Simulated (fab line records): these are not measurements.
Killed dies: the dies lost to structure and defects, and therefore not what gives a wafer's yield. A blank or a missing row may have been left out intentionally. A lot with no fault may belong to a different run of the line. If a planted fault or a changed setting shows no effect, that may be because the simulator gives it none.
A struck lot beside a sound one    flow n5_finfet    20 out of 1938 route steps
Sound: the wafers L190.1, L190.3, L190.6. The struck wafers were L179.1, L179.4, L179.5. The cause is named last.
Each step with rows lists, per side, the tool, then ch with its chambers, then its first start. Under that, the readings that differ: sound wafers    struck wafers    difference of the means    sigmas: that difference in standard deviations of wafers without a fault.
alike: a reading whose means differ by less than 2 such deviations, as well as words and numbers matching on both sides. not compared: withheld readings; readings where some wafer has no value; bounds like >300 that might hide an equal value; numbers whose values overlap and for which the record gives no deviation.
A row with sigmas, a row that says differs or no value, or rows on one side alone: a step with any of these is where the two part. When numbers do not overlap yet have no deviation, they are printed without sigmas and do not part them. A reading that every wafer of one side lacks parts them only if that side has two wafers or more.

first, 9 steps without rows for these wafers: N5_BEOL_M7_DESCUM_16 (chemistry O2, time 7.9 s); N5_BEOL_M7_ETCH_61 (etches SiARC in CF4, target depth 45.5 nm, time 75.8 s); N5_BEOL_M7_ETCH_62 (etches SOC in N2/H2, target depth 110 nm, overetch 22 nm, time 165 s); N5_BEOL_M7_STRIP_68 (strips in N2/H2); N5_BEOL_M7_STRIP_67 (strips in CF4); N5_BEOL_M7_HM_OPEN_17 (chemistry Cl2/BCl3, target TiN, target depth 20 nm, overetch 6 nm); N5_BEOL_M7_STRIP_19 (strips in O2); N5_BEOL_M7_COAT_63 (time 60 s, resist thk 60 nm); N5_BEOL_M7_COAT_64 (time 60 s, resist thk 12 nm).
N5_BEOL_M7_COAT_71: time 60 s, resist thk 5 nm.
  sound on litho_track-02 ch 0, day 13 07:29; struck on litho_track-01 ch 0, day 10 09:31
reading               sound                 struck                difference  sigmas
spin_speed_rpm (rpm)  1499.0 1499.4 1498.4  1554.6 1553.2 1553.8  +54.9       +60
then, 7 steps without rows for these wafers: N5_BEOL_M7_COAT_22 (resist thk 30 nm); N5_BEOL_M7_EBR_24; N5_BEOL_M7_SOFTBAKE_23 (time 60 s); N5_BEOL_M7_EXPOSE_25 (exposes mask V6, target cd 40 nm); N5_BEOL_M7_PEB_26 (peb time 60 s); N5_BEOL_M7_DEVELOP_27 (develop time 30 s); N5_BEOL_M7_DESCUM_33 (chemistry O2, time 7 s).
N5_BEOL_M7_ETCH_72: etches underlayer in N2/H2, target depth 6.5 nm, time 5.2 s.
  sound on rie_diel-05 ch 0,1, day 13 07:54; struck on rie_diel-06 ch 2,3, day 10 10:04
reading                   sound              struck             difference  sigmas
etch_rf_on_time_s (s)     5.30 5.22 5.29     4.72 4.99 5.05     -0.35       -2
throttle_valve_pct (%)    17.77 18.17 18.15  17.76 17.47 17.47  -0.46       -2
model.etch.depth_nm (nm)  5.026 5.012 5.006  4.92 4.91 4.919    -0.10       
  alike: drypump_motor_current_A, oes_product_au, rf_fwd_power_W, rf_vpp_V, showerhead_plenum_p_Torr
  not compared: rf_hours_counter_h
then, 1 step without rows for these wafers: N5_BEOL_M7_ETCH_65 (etches SiARC in CF4, target depth 15.6 nm, time 26 s).
N5_PASSIVATION_PROBE_49:
  rows exist in the record for the sound wafers here (prober-02, day 16 11:40), none for the struck ones

WHERE THEY PART
Earliest at N5_BEOL_M7_COAT_71; latest, in this record, at N5_PASSIVATION_PROBE_49.

WHY: what the simulator had put in
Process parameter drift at N5_BEOL_M7_COAT_71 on litho_track-01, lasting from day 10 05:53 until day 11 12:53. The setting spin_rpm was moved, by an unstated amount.
